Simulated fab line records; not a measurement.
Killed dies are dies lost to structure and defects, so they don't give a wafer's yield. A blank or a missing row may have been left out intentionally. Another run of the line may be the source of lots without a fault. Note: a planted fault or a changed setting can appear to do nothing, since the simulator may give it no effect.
fab line records	flow n5-finfet
record lots=7	wafers=21
route steps=1938 shown BEOL_M14@1716 BEOL_M15@1773
start-h: the number of hours between the record's first day and the start of the first shown wafer of the lot	wait-h: hours from the lot's prior step to this one	" unchanged from the row above	L1.1+2: several wafers, shown together as one row	- either no value or no given start	* or withheld: withheld	< > ~ a bound
route shown NAME@n: names a module that has steps shown in the file, with the first one's number in the route	usual: mean/standard deviation of fault-free wafers	same: alike in all rows	chamber/n: place in a boat	sites: readings site by site	_std_site: how widely they spread, as a standard deviation	_edge_site: the outer-site mean with the inner-site mean subtracted	radius-mm: for every site, how far away it sits from the centre of the wafer	mask NAME#n: copy n	behind: tool/chamber where the wafer was last shaped	hold: what put the lot on hold/how long, in hours/how the hold closed	device: the n, p or np transistor that did not switch	end of line: the tests these same wafers got at the end of their route	for a step that has no rows: nothing shown but its recipe	killed: dies that structure and defects cost at the first sort, which is not the same as the wafer's yield	map: dies across one wafer; x = killed, . = not, _ = none there
set.NAME: setting as actually run; set.NAME@STEP: the setting as run at that earlier step	model.NAME: the simulator's own value behind a step, which no gauge read
lots run with intentionally changed settings; tables by step, rows by wafer
## steps
# step N5_BEOL_M14_ILD_DEP_00
# recipe material=SiO2	target-thk-a=11193	temp-c=400	precursor=TEOS/O2	pressure-torr=6.5	rf-w=900	teos-flow-sccm=161.4	gas=O2	flow-sccm=2650	time-s=237.4
lot.wafer	tool	chamber	start-h	wait-h	set.time-s	model.SiO2_of_BEOL_M14_ILD_DEP_00.thk-nm
L078.1	pecvd-01	2	304.16	0.0	237.4	1121
L078.3	"	1	"	"	237.4	1126
L078.6	"	0	"	"	248	1209
L083.1	pecvd-01	0	333.63	0.0	237.4	1126
L083.2	"	2	"	"	237.4	1118
L083.6	"	0	"	"	237.4	1133
L088.4	pecvd-04	0	359.08	0.1	237.4	1135
L088.5	"	1	"	"	212.5	1019
L088.6	"	2	"	"	212.5	1012
L089.1	pecvd-04	1	359.39	0.0	210	991.2
L089.3	"	2	"	"	237.4	1121
L089.5	"	2	"	"	210	1000
L093.1	pecvd-04	1	384.25	0.0	237.4	1107
L093.3	"	2	"	"	214.7	987.6
L093.6	"	1	"	"	237.4	1133
L094.1	pecvd-03	2	388.77	0.0	237.4	1108
L094.2	"	0	"	"	211.7	982.6
L094.5	"	0	"	"	211.7	1006
L096.1	pecvd-03	2	423.70	0.0	271.2	1256
L096.2	"	1	"	"	237.4	1096
L096.5	"	0	"	"	271.2	1284
# step N5_BEOL_M14_THK_MEAS_01
# recipe reads=SiO2_of_BEOL_M14_ILD_DEP_00
# usual M14_ILD_THK=1121/15
lot.wafer	tool	chamber	start-h	wait-h	set.time-s@BEOL_M14_ILD_DEP_00	M14_ILD_THK[nm]
L078.1	film-metro-01	-	304.35	0.1	237.4	1120
L078.3	"	-	"	"	237.4	1126
L078.6	"	-	"	"	248	1210
L083.1	film-metro-01	-	333.82	0.1	237.4	1126
L083.2	"	-	"	"	237.4	1118
L083.6	"	-	"	"	237.4	1133
L088.4	film-metro-01	-	359.19	0.0	237.4	1135
L088.5	"	-	"	"	212.5	1019
L088.6	"	-	"	"	212.5	1012
L089.1	film-metro-02	-	359.58	0.1	210	991
L089.3	"	-	"	"	237.4	1122
L089.5	"	-	"	"	210	1002
L093.1	film-metro-01	-	384.44	0.1	237.4	1107
L093.3	"	-	"	"	214.7	988
L093.6	"	-	"	"	237.4	1132
L094.1	film-metro-01	-	388.95	0.1	237.4	1107
L094.2	"	-	"	"	211.7	982
L094.5	"	-	"	"	211.7	1006
L096.1	film-metro-02	-	423.89	0.1	271.2	1255
L096.2	"	-	"	"	237.4	1096
L096.5	"	-	"	"	271.2	1284
# step N5_BEOL_M14_EXPOSE_07
# recipe mask-id=V13	na=0.8	source-shape=annular	sigma-inner=0.5	sigma-outer=0.8	polarization=unpolarized	attpsm-phase-deg=180	dose-mj=57
lot.wafer	tool	chamber	start-h	wait-h	mask	set.dose-mj
L078.1+3	krf-scanner-02	0	304.48	-	V13#0	57
L078.6	"	0	"	"	V13#0	61.21
L083.1+2+6	krf-scanner-02	0	334.08	-	V13#0	57
L088.4+5+6	krf-scanner-02	0	359.46	-	V13#0	57
L089.1	krf-scanner-01	0	359.84	-	V13#0	61.01
L089.3+5	"	0	"	"	V13#0	57
L093.1+3	krf-scanner-02	0	384.69	-	V13#0	57
L093.6	"	0	"	"	V13#0	55.71
L094.1+2	krf-scanner-02	0	389.21	-	V13#0	57
L094.5	"	0	"	"	V13#0	54.33
L096.1+2	krf-scanner-01	0	424.02	-	V13#0	57
L096.5	"	0	"	"	V13#0	60.22
# step N5_BEOL_M14_PEB_08
# recipe peb-temp-c=130	peb-time-s=90
# step N5_BEOL_M14_DEVELOP_09
# recipe develop-time-s=45	rinse-liquid=diw	dry=air-spin	dev-temp-c=21
# step N5_BEOL_M14_HARDBAKE_14
# recipe temp-c=130	time-s=120
# step N5_BEOL_M14_CD_MEAS_10
# recipe target-cd-nm=250	landing-energy-ev=500	detector=se-inlens	polarity=opening
# usual cd-nm=249.9/1.4
lot.wafer	tool	chamber	start-h	wait-h	set.dose-mj@BEOL_M14_EXPOSE_07	cd-nm
L078.1	cd-sem-02	0	304.66	-	57	250.6
L078.3	"	0	"	"	57	249.3
L078.6	"	0	"	"	61.21	263.7
L083.1	cd-sem-01	0	334.25	-	57	249.2
L083.2	"	0	"	"	57	249.4
L083.6	"	0	"	"	57	249.2
L088.4	cd-sem-02	0	359.62	-	57	248.5
L088.5	"	0	"	"	57	248.6
L088.6	"	0	"	"	57	249.2
L089.1	cd-sem-03	0	360.01	-	61.01	263.8
L089.3	"	0	"	"	57	253.1
L089.5	"	0	"	"	57	252.3
L093.1	cd-sem-03	0	384.87	-	57	249.1
L093.3	"	0	"	"	57	249.9
L093.6	"	0	"	"	55.71	245.9
L094.1	cd-sem-03	0	389.39	-	57	248.7
L094.2	"	0	"	"	57	248.0
L094.5	"	0	"	"	54.33	241.0
L096.1	cd-sem-01	0	424.20	-	57	248.6
L096.2	"	0	"	"	57	250.5
L096.5	"	0	"	"	60.22	258.8
# step N5_BEOL_M14_DESCUM_15
# recipe chemistry=O2	time-s=7.9	source-power-w=50	bias-power-w=20	pressure-mtorr=20	rf-frequency-hz=2.712e+07	temp-c=40	o2-flow-sccm=225
# step N5_BEOL_M14_ETCH_59
# recipe chemistry=N2/H2	target=BARC	target-depth-a=890	overetch-a=267	time-s=67.9	ion-energy-ev=200	pressure-mtorr=30	source-w=840	bias-w=150	n2-flow-sccm=200	h2-flow-sccm=200
# step N5_BEOL_M14_VIA_ETCH_16
# recipe chemistry=C4F8/O2/Ar	target=SiO2	he-inner-torr=15	he-outer-torr=30	target-depth-a=12313	time-s=withheld	ion-energy-ev=800	pressure-mtorr=20	source-w=1905	bias-w=2040	Ar_flow_sccm=400	C4F8_flow_sccm=16	O2_flow_sccm=12	ends=cleared
lot.wafer	tool	chamber	start-h	wait-h	set.time-s@BEOL_M14_ILD_DEP_00	model.etch.depth-nm	model.coat_of_BEOL_M14_COAT_04.thk-nm
L078.1	rie-diel-05	3	304.83	0.0	*	1121	452.6
L078.3	"	2	"	"	*	1126	450.6
L078.6	"	3	"	"	*	1209	430.2
L083.1	rie-diel-02	0	335.75	0.0	*	1126	450.8
L083.2	"	1	"	"	*	1118	451.6
L083.6	"	3	"	"	*	1133	450.8
L088.4	rie-diel-02	0	359.79	0.0	*	1135	454.2
L088.5	"	3	"	"	*	1019	480.8
L088.6	"	0	"	"	*	1012	482
L089.1	rie-diel-02	3	360.19	0.0	*	991.3	485.8
L089.3	"	1	"	"	*	1121	456.6
L089.5	"	1	"	"	*	1000	480.8
L093.1	rie-diel-05	2	385.14	0.0	*	1107	452.2
L093.3	"	3	"	"	*	987.7	482.4
L093.6	"	0	"	"	*	1133	452.4
L094.1	rie-diel-05	2	389.56	0.0	*	1108	454
L094.2	"	3	"	"	*	982.6	482.2
L094.5	"	0	"	"	*	1006	479.6
L096.1	rie-diel-02	1	424.37	0.0	*	1256	425.2
L096.2	"	2	"	"	*	1096	462.2
L096.5	"	2	"	"	*	1284	417.4
# step N5_BEOL_M14_STRIP_63
# recipe chemistry=O2	power-w=600	temp-c=60	pressure-mtorr=30	rf-frequency-hz=6e+07	bias-power-w=0	overash-fraction=0.3	o2-flow-sccm=225
# step N5_BEOL_M14_STRIP_64
# recipe chemistry=O2	power-w=600	temp-c=60	pressure-mtorr=30	rf-frequency-hz=6e+07	bias-power-w=0	overash-fraction=0.3	o2-flow-sccm=225
# step N5_BEOL_M14_STRIP_71
# recipe chemistry=post-etch-residue-remover	time-s=60	temp-c=25	remover-ph=withheld	remover-water-wt-pct=withheld	remover-fluoride-wt-pct=withheld
# step N5_BEOL_M14_SRD_72
# recipe time-s=30	temp-c=23	rinse-liquid=diw	dry=n2-spin	spin-rpm=1500	dry-time-s=30
# step N5_BEOL_M14_CD_MEAS_17
# recipe target-cd-nm=250	polarity=opening
# usual cd-nm=250.6/1.6
lot.wafer	tool	chamber	start-h	wait-h	set.dose-mj@BEOL_M14_EXPOSE_07	cd-nm
L078.1	cd-sem-01	-	305.18	0.0	57	250.2
L078.3	"	-	"	"	57	250.8
L078.6	"	-	"	"	61.21	264.8
L083.1	cd-sem-01	-	336.09	0.0	57	249.4
L083.2	"	-	"	"	57	249.6
L083.6	"	-	"	"	57	250.3
L088.4	cd-sem-03	-	360.15	0.0	57	247.9
L088.5	"	-	"	"	57	248.3
L088.6	"	-	"	"	57	247.1
L089.1	cd-sem-03	-	360.54	0.0	61.01	264.5
L089.3	"	-	"	"	57	252.8
L089.5	"	-	"	"	57	251.7
L093.1	cd-sem-01	-	385.49	0.0	57	250.5
L093.3	"	-	"	"	57	250.8
L093.6	"	-	"	"	55.71	247.2
L094.1	cd-sem-03	-	389.91	0.0	57	249.1
L094.2	"	-	"	"	57	249.2
L094.5	"	-	"	"	54.33	241.0
L096.1	cd-sem-03	-	424.72	0.0	57	250.9
L096.2	"	-	"	"	57	252.0
L096.5	"	-	"	"	60.22	262.8
# step N5_BEOL_M15_ILD_DEP_00
# recipe material=SiO2	target-thk-a=16293	temp-c=400	precursor=TEOS/O2	pressure-torr=6.5	rf-w=900	teos-flow-sccm=161.4	gas=O2	flow-sccm=2650	time-s=346.1
lot.wafer	tool	chamber	start-h	wait-h	set.temp-c	model.SiO2_of_BEOL_M15_ILD_DEP_00.thk-nm
L078.1	pecvd-04	0	310.02	0.0	406.6	1574
L078.3	"	1	"	"	400	1649
L078.6	"	1	"	"	400	1670
L083.1	pecvd-02	2	340.12	0.0	400	1615
L083.2	"	1	"	"	400	1642
L083.6	"	2	"	"	400	1630
L088.4	pecvd-02	0	370.73	0.1	400	1619
L088.5	"	1	"	"	405.3	1588
L088.6	"	2	"	"	405.3	1554
L089.1	pecvd-02	0	372.97	0.0	392.5	1688
L089.3	"	2	"	"	392.5	1666
L089.5	"	0	"	"	400	1619
L093.1	pecvd-03	0	392.02	0.0	396.3	1666
L093.3	"	1	"	"	400	1616
L093.6	"	0	"	"	396.3	1679
L094.1	pecvd-03	1	395.06	0.0	396.8	1626
L094.2	"	0	"	"	396.8	1651
L094.5	"	1	"	"	400	1628
L096.1	pecvd-03	0	430.38	0.0	397.6	1663
L096.2	"	1	"	"	397.6	1647
L096.5	"	2	"	"	397.6	1689
# step N5_BEOL_M15_THK_MEAS_01
# recipe reads=SiO2_of_BEOL_M15_ILD_DEP_00
# usual M15_ILD_THK=1630/20
lot.wafer	tool	chamber	start-h	wait-h	set.temp-c@BEOL_M15_ILD_DEP_00	M15_ILD_THK[nm]
L078.1	film-metro-01	-	310.27	0.1	406.6	1575
L078.3	"	-	"	"	400	1650
L078.6	"	-	"	"	400	1670
L083.1	film-metro-01	-	340.37	0.1	400	1616
L083.2	"	-	"	"	400	1641
L083.6	"	-	"	"	400	1630
L088.4	film-metro-02	-	370.88	0.0	400	1619
L088.5	"	-	"	"	405.3	1589
L088.6	"	-	"	"	405.3	1556
L089.1	film-metro-01	-	373.22	0.1	392.5	1688
L089.3	"	-	"	"	392.5	1666
L089.5	"	-	"	"	400	1618
L093.1	film-metro-02	-	392.27	0.1	396.3	1667
L093.3	"	-	"	"	400	1617
L093.6	"	-	"	"	396.3	1677
L094.1	film-metro-02	-	395.31	0.1	396.8	1626
L094.2	"	-	"	"	396.8	1651
L094.5	"	-	"	"	400	1629
L096.1	film-metro-01	-	430.63	0.1	397.6	1663
L096.2	"	-	"	"	397.6	1647
L096.5	"	-	"	"	397.6	1689
# step N5_BEOL_M15_EXPOSE_07
# recipe mask-id=V14	na=0.8	source-shape=annular	sigma-inner=0.5	sigma-outer=0.8	polarization=unpolarized	attpsm-phase-deg=180	dose-mj=41.25
lot.wafer	tool	chamber	start-h	wait-h	mask	set.dose-mj
L078.1	krf-scanner-02	0	310.53	-	V14#0	41.25
L078.3+6	"	0	"	"	V14#0	38.36
L083.1+2+6	krf-scanner-02	0	340.62	-	V14#0	41.25
L088.4+5+6	krf-scanner-02	0	371.15	-	V14#0	43.04
L089.1+5	krf-scanner-01	0	373.47	-	V14#0	41.25
L089.3	"	0	"	"	V14#0	39.32
L093.1+3	krf-scanner-01	0	392.56	-	V14#0	41.25
L093.6	"	0	"	"	V14#0	38.74
L094.1	krf-scanner-01	0	395.44	-	V14#0	40.2
L094.2+5	"	0	"	"	V14#0	41.25
L096.1+2	krf-scanner-01	0	430.76	-	V14#0	41.25
L096.5	"	0	"	"	V14#0	43.68
# step N5_BEOL_M15_PEB_08
# recipe peb-temp-c=130	peb-time-s=90
# step N5_BEOL_M15_DEVELOP_09
# recipe develop-time-s=45	rinse-liquid=diw	dry=air-spin	dev-temp-c=21
# step N5_BEOL_M15_HARDBAKE_14
# recipe temp-c=130	time-s=120
# step N5_BEOL_M15_CD_MEAS_10
# recipe target-cd-nm=360	landing-energy-ev=500	detector=se-inlens	polarity=opening
# usual cd-nm=359.4/1.1
lot.wafer	tool	chamber	start-h	wait-h	set.dose-mj@BEOL_M15_EXPOSE_07	cd-nm
L078.1	cd-sem-03	0	310.70	-	41.25	358.3
L078.3	"	0	"	"	38.36	348.4
L078.6	"	0	"	"	38.36	348.4
L083.1	cd-sem-03	0	340.79	-	41.25	358.0
L083.2	"	0	"	"	41.25	358.3
L083.6	"	0	"	"	41.25	358.2
L088.4	cd-sem-02	0	371.31	-	43.04	365.7
L088.5	"	0	"	"	43.04	366.9
L088.6	"	0	"	"	43.04	366.8
L089.1	cd-sem-01	0	373.65	-	41.25	359.5
L089.3	"	0	"	"	39.32	351.8
L089.5	"	0	"	"	41.25	360.6
L093.1	cd-sem-01	0	392.73	-	41.25	359.7
L093.3	"	0	"	"	41.25	359.8
L093.6	"	0	"	"	38.74	349.0
L094.1	cd-sem-03	0	395.61	-	40.2	354.7
L094.2	"	0	"	"	41.25	359.0
L094.5	"	0	"	"	41.25	359.5
L096.1	cd-sem-01	0	430.93	-	41.25	359.3
L096.2	"	0	"	"	41.25	359.4
L096.5	"	0	"	"	43.68	368.6
# step N5_BEOL_M15_DESCUM_15
# recipe chemistry=O2	time-s=7.9	source-power-w=50	bias-power-w=20	pressure-mtorr=20	rf-frequency-hz=2.712e+07	temp-c=40	o2-flow-sccm=225
# step N5_BEOL_M15_ETCH_59
# recipe chemistry=N2/H2	target=BARC	target-depth-a=890	overetch-a=267	time-s=67.9	ion-energy-ev=200	pressure-mtorr=30	source-w=840	bias-w=150	n2-flow-sccm=200	h2-flow-sccm=200
# step N5_BEOL_M15_VIA_ETCH_16
# recipe chemistry=C4F8/O2/Ar	target=SiO2	he-inner-torr=15	he-outer-torr=30	target-depth-a=17922	time-s=withheld	ion-energy-ev=800	pressure-mtorr=20	source-w=1905	bias-w=2040	Ar_flow_sccm=400	C4F8_flow_sccm=16	O2_flow_sccm=12	ends=cleared
lot.wafer	tool	chamber	start-h	wait-h	set.temp-c@BEOL_M15_ILD_DEP_00	model.etch.depth-nm
L078.1	rie-diel-06	0	310.88	0.0	406.6	1574
L078.3	"	3	"	"	400	1649
L078.6	"	1	"	"	400	1670
L083.1	rie-diel-01	1	340.97	0.0	400	1615
L083.2	"	3	"	"	400	1642
L083.6	"	2	"	"	400	1630
L088.4	rie-diel-04	1	371.48	0.0	400	1619
L088.5	"	0	"	"	405.3	1588
L088.6	"	3	"	"	405.3	1554
L089.1	rie-diel-06	3	373.82	0.0	392.5	1688
L089.3	"	0	"	"	392.5	1666
L089.5	"	0	"	"	400	1619
L093.1	rie-diel-04	2	392.90	0.0	396.3	1666
L093.3	"	0	"	"	400	1616
L093.6	"	3	"	"	396.3	1679
L094.1	rie-diel-06	2	395.79	0.0	396.8	1626
L094.2	"	0	"	"	396.8	1651
L094.5	"	3	"	"	400	1628
L096.1	rie-diel-01	2	431.13	0.0	397.6	1663
L096.2	"	0	"	"	397.6	1647
L096.5	"	0	"	"	397.6	1689
# step N5_BEOL_M15_STRIP_63
# recipe chemistry=O2	power-w=600	temp-c=60	pressure-mtorr=30	rf-frequency-hz=6e+07	bias-power-w=0	overash-fraction=0.3	o2-flow-sccm=225
# step N5_BEOL_M15_STRIP_64
# recipe chemistry=O2	power-w=600	temp-c=60	pressure-mtorr=30	rf-frequency-hz=6e+07	bias-power-w=0	overash-fraction=0.3	o2-flow-sccm=225
# step N5_BEOL_M15_STRIP_65
# recipe chemistry=post-etch-residue-remover	time-s=60	temp-c=25	remover-ph=withheld	remover-water-wt-pct=withheld	remover-fluoride-wt-pct=withheld
# step N5_BEOL_M15_SRD_66
# recipe time-s=30	temp-c=23	rinse-liquid=diw	dry=n2-spin	spin-rpm=1500	dry-time-s=30
# step N5_BEOL_M15_CD_MEAS_17
# recipe target-cd-nm=360	polarity=opening
# usual cd-nm=360.6/1.3
lot.wafer	tool	chamber	start-h	wait-h	set.dose-mj@BEOL_M15_EXPOSE_07	cd-nm
L078.1	cd-sem-02	-	311.29	0.0	41.25	358.9
L078.3	"	-	"	"	38.36	349.3
L078.6	"	-	"	"	38.36	350.1
L083.1	cd-sem-03	-	341.38	0.0	41.25	360.5
L083.2	"	-	"	"	41.25	358.6
L083.6	"	-	"	"	41.25	360.4
L088.4	cd-sem-03	-	371.89	0.0	43.04	366.0
L088.5	"	-	"	"	43.04	367.8
L088.6	"	-	"	"	43.04	368.1
L089.1	cd-sem-02	-	374.24	0.0	41.25	360.0
L089.3	"	-	"	"	39.32	352.3
L089.5	"	-	"	"	41.25	360.1
L093.1	cd-sem-01	-	393.31	0.0	41.25	361.6
L093.3	"	-	"	"	41.25	361.6
L093.6	"	-	"	"	38.74	350.6
L094.1	cd-sem-03	-	396.20	0.0	40.2	357.2
L094.2	"	-	"	"	41.25	362.9
L094.5	"	-	"	"	41.25	360.7
L096.1	cd-sem-01	-	431.54	0.0	41.25	359.2
L096.2	"	-	"	"	41.25	359.7
L096.5	"	-	"	"	43.68	369.9
# step N5_BEOL_M15_COAT_22
# recipe spin-rpm=1704	resist-thk-nm=800
lot.wafer	tool	chamber	start-h	wait-h	set.spin-rpm	model.coat_of_BEOL_M15_COAT_22.thk-nm
L078.1	litho-track-01	0	-	-	1861	766
L078.3	"	0	"	"	1861	764.4
L078.6	"	0	"	"	1704	797.8
L083.1	litho-track-03	0	-	-	1704	799
L083.2	"	0	"	"	1704	800.4
L083.6	"	0	"	"	1704	802.2
L088.4	litho-track-03	0	-	-	1654	814
L088.5	"	0	"	"	1704	802
L088.6	"	0	"	"	1704	799.4
L089.1	litho-track-03	0	-	-	1704	803.6
L089.3	"	0	"	"	1704	801
L089.5	"	0	"	"	1704	802.4
L093.1	litho-track-03	0	-	-	1704	800.6
L093.3	"	0	"	"	1523	850.8
L093.6	"	0	"	"	1523	847.6
L094.1	litho-track-04	0	-	-	1704	796.6
L094.2	"	0	"	"	1704	797.2
L094.5	"	0	"	"	1766	783.2
L096.1	litho-track-01	0	-	-	1868	760.8
L096.2	"	0	"	"	1868	762.8
L096.5	"	0	"	"	1704	797.6
# step N5_BEOL_M15_DEVELOP_27
# recipe develop-time-s=45	rinse-liquid=diw	dry=air-spin	dev-temp-c=21
lot.wafer	tool	chamber	start-h	wait-h	set.develop-time-s
L078.1+6	litho-track-01	0	-	-	42.03
L078.3	"	0	"	"	45
L083.1+2+6	litho-track-04	0	-	-	45
L088.4+5+6	litho-track-01	0	-	-	45
L089.1+5	litho-track-01	0	-	-	52.74
L089.3	"	0	"	"	45
L093.1+6	litho-track-04	0	-	-	45
L093.3	"	0	"	"	41.36
L094.1+2+5	litho-track-04	0	-	-	45
L096.1+2+5	litho-track-01	0	-	-	45
# step N5_BEOL_M15_HARDBAKE_32
# recipe temp-c=130	time-s=120
# step N5_BEOL_M15_DESCUM_33
# recipe chemistry=O2	time-s=7.9	source-power-w=50	bias-power-w=20	pressure-mtorr=20	rf-frequency-hz=2.712e+07	temp-c=40	o2-flow-sccm=225
# step N5_BEOL_M15_ETCH_61
# recipe chemistry=N2/H2	target=BARC	target-depth-a=890	overetch-a=267	time-s=67.9	ion-energy-ev=200	pressure-mtorr=30	source-w=840	bias-w=150	n2-flow-sccm=200	h2-flow-sccm=200
# step N5_BEOL_M15_TRENCH_ETCH_34
# recipe chemistry=C4F8/O2/Ar	target=SiO2	target-depth-a=8729.3	he-inner-torr=15	he-outer-torr=30	time-s=199	ion-energy-ev=800	pressure-mtorr=20	source-w=1905	bias-w=2040	Ar_flow_sccm=400	C4F8_flow_sccm=16	O2_flow_sccm=12
lot.wafer	tool	chamber	start-h	wait-h	set.spin-rpm@BEOL_M15_COAT_22	model.coat_of_BEOL_M15_COAT_22.thk-nm
L078.1	rie-diel-04	2	312.46	0.0	1861	508.8
L078.3	"	1	"	"	1861	503.6
L078.6	"	2	"	"	1704	541.4
L083.1	rie-diel-04	0	342.55	0.0	1704	542.4
L083.2+6	"	3,0	"	"	1704	544.8
L088.4	rie-diel-06	3	373.21	0.1	1654	552.8
L088.5	"	2	"	"	1704	543.6
L088.6	"	0	"	"	1704	540.8
L089.1	rie-diel-06	0	375.41	0.0	1704	544.4
L089.3+5	"	3	"	"	1704	539.8
L093.1	rie-diel-01	1	394.68	0.0	1704	547.6
L093.3	"	3	"	"	1523	593
L093.6	"	0	"	"	1523	592.6
L094.1	rie-diel-01	3	397.37	0.0	1704	537
L094.2	"	2	"	"	1704	545.2
L094.5	"	0	"	"	1766	528.2
L096.1	rie-diel-04	2	432.74	0.0	1868	505.6
L096.2	"	3	"	"	1868	507.2
L096.5	"	0	"	"	1704	539.2
## key
split step=N5_BEOL_M14_ILD_DEP_00	setting=time-s	stated=237.4	by=wafer
response step=N5_BEOL_M14_ILD_DEP_00	reading=model.SiO2_of_BEOL_M14_ILD_DEP_00.thk-nm	change=+11.9	per=1%	r=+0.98
response step=N5_BEOL_M14_THK_MEAS_01	reading=M14_ILD_THK	change=+11.9	per=1%	r=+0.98
response step=N5_BEOL_M14_VIA_ETCH_16	reading=model.etch.depth-nm	change=+11.9	per=1%	r=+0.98
response step=N5_BEOL_M14_VIA_ETCH_16	reading=model.coat_of_BEOL_M14_COAT_04.thk-nm	change=-2.74	per=1%	r=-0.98
split step=N5_BEOL_M14_EXPOSE_07	setting=dose-mj	stated=57	by=wafer
response step=N5_BEOL_M14_CD_MEAS_10	reading=cd-nm	change=+1.68	per=1%	r=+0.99
response step=N5_BEOL_M14_CD_MEAS_17	reading=cd-nm	change=+1.85	per=1%	r=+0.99
split step=N5_BEOL_M15_ILD_DEP_00	setting=temp-c	stated=400	by=wafer
response step=N5_BEOL_M15_ILD_DEP_00	reading=model.SiO2_of_BEOL_M15_ILD_DEP_00.thk-nm	change=-39.5	per=1%	r=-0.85
response step=N5_BEOL_M15_THK_MEAS_01	reading=M15_ILD_THK	change=-39.3	per=1%	r=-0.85
response step=N5_BEOL_M15_VIA_ETCH_16	reading=model.etch.depth-nm	change=-39.5	per=1%	r=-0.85
split step=N5_BEOL_M15_EXPOSE_07	setting=dose-mj	stated=41.25	by=wafer
response step=N5_BEOL_M15_CD_MEAS_10	reading=cd-nm	change=+1.61	per=1%	r=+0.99
response step=N5_BEOL_M15_CD_MEAS_17	reading=cd-nm	change=+1.62	per=1%	r=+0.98
split step=N5_BEOL_M15_COAT_22	setting=spin-rpm	stated=1704	by=wafer
response step=N5_BEOL_M15_COAT_22	reading=model.coat_of_BEOL_M15_COAT_22.thk-nm	change=-4	per=1%	r=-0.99
response step=N5_BEOL_M15_TRENCH_ETCH_34	reading=model.coat_of_BEOL_M15_COAT_22.thk-nm	change=-3.84	per=1%	r=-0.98
split step=N5_BEOL_M15_DEVELOP_27	setting=develop-time-s	stated=45	by=wafer
response none clear
